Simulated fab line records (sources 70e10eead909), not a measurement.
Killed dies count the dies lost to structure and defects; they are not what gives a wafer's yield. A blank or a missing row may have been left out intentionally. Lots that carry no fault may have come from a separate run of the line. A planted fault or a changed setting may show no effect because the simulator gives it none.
Problem report in the 8D (eight disciplines) form, filled by code ; flow nand_harc ; the parts of the form that need people (team, actions taken, sign-off) are left out

1. THE PROBLEM
Wafers without a fault read 89.8 nm, standard deviation 0.81; cd_nm at NHARC_P_M0_CD_MEAS_09 reads a mean of 82.5 nm on 6 wafers belonging to 2 lots. That puts it -9.0 standard deviations away from the usual mean.
The step: target cd 90 nm.
The first sign was on wafer L276.2 at day 9 19:24, on cd_sem-02. The record holds 30 wafers of 10 lots with a number at this step. By rule, "out" or "out of limits" means more than 4 standard deviations away from the usual mean. All remaining wafers that have a number are taken as sound.

2. WHAT THIS IS AND IS NOT
question;is;is not
which readings at this step;cd_nm;-
which lots;L276, L278;L261, L265, L266, L268, L273, L279, L281, L282
which wafers of those lots;all that have a number;-
read on which gauges;cd_sem-02;cd_sem-01, cd_sem-03
when;from day 9 19:24;"up to then (15 sound wafers); but 9 sound wafers of L279, L281, L282 came after"

3. SUSPECTS, AND WHAT RULES EACH OUT
Counting: a tool stays on the suspect list if, at a process step up to the reading, it processed all lots that are out and no sound lot following the first of them.
- ruled out: the gauge at NHARC_P_M0_CD_MEAS_09. All the wafers that are out were read on cd_sem-02, but those of them that NHARC_P_M0_PEB_07 has rows for are out there too, on other tools.
- litho_track-01 at NHARC_P_M0_PEB_07 (peb time 65 s): kept. All lots that are out passed through it, beginning with L276 at day 9 19:19, and no sound lot followed; its final sound lot before that point was L268 at day 7 10:56. Out on those wafers are its own readings of heater_power_total_W.
Remaining after the count: litho_track-01 at NHARC_P_M0_PEB_07.

4. THE CAUSE (what the simulator had put in)
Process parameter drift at NHARC_P_M0_PEB_07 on litho_track-01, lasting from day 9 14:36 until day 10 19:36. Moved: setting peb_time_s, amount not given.
This tool alone remained once counting was done.

5. THE CHAIN OF EFFECTS, in route order
Rows list readings where the struck wafers' mean (over those with a number) sits beyond 3 standard deviations from the usual. Only readings whose record carries a usual standard deviation are examined. hours: median over the lots of the time between each lot's start at the first step of this table that gives one and its start at this step. sigmas: the change, counted in usual standard deviations.
hours;step;reading;usual;on struck wafers;change;sigmas
0;NHARC_P_M0_PEB_07;heater_power_total_W;156.6 W;174.4;+17.8;+42
0;NHARC_P_M0_CD_MEAS_09;cd_nm;89.8 nm;82.5;-7.3;-9.0
1;NHARC_P_M0_CD_MEAS_16;cd_nm;89.3 nm;81.9;-7.4;-6.8
Here are the process steps it includes:
- NHARC_P_M0_PEB_07: peb time 65 s.
Readings that are blank on the struck wafers while sound wafers have them: plate_temp_C at NHARC_P_M0_PEB_07.
At these later measuring or inspecting steps, every struck wafer for which the step has a row has a number for every such reading, and none has moved that far: NHARC_END_SORT_01.

6. HOW IT WOULD HAVE BEEN CAUGHT EARLIER
Counted from the fault's start at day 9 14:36, it took 5 hours until the first out-of-limits reading at a measuring or inspecting step in this record, taken at day 9 19:24.
At NHARC_P_M0_PEB_07, the tool's own readings (heater_power_total_W) were out on each struck wafer the step has a row for, so an alarm limit on them would have fired on the first such wafer.
Among the 2 lots that are out, L278 began NHARC_P_M0_PEB_07 on litho_track-01 after day 9 19:24. Putting the tool on hold at that point would have spared it.
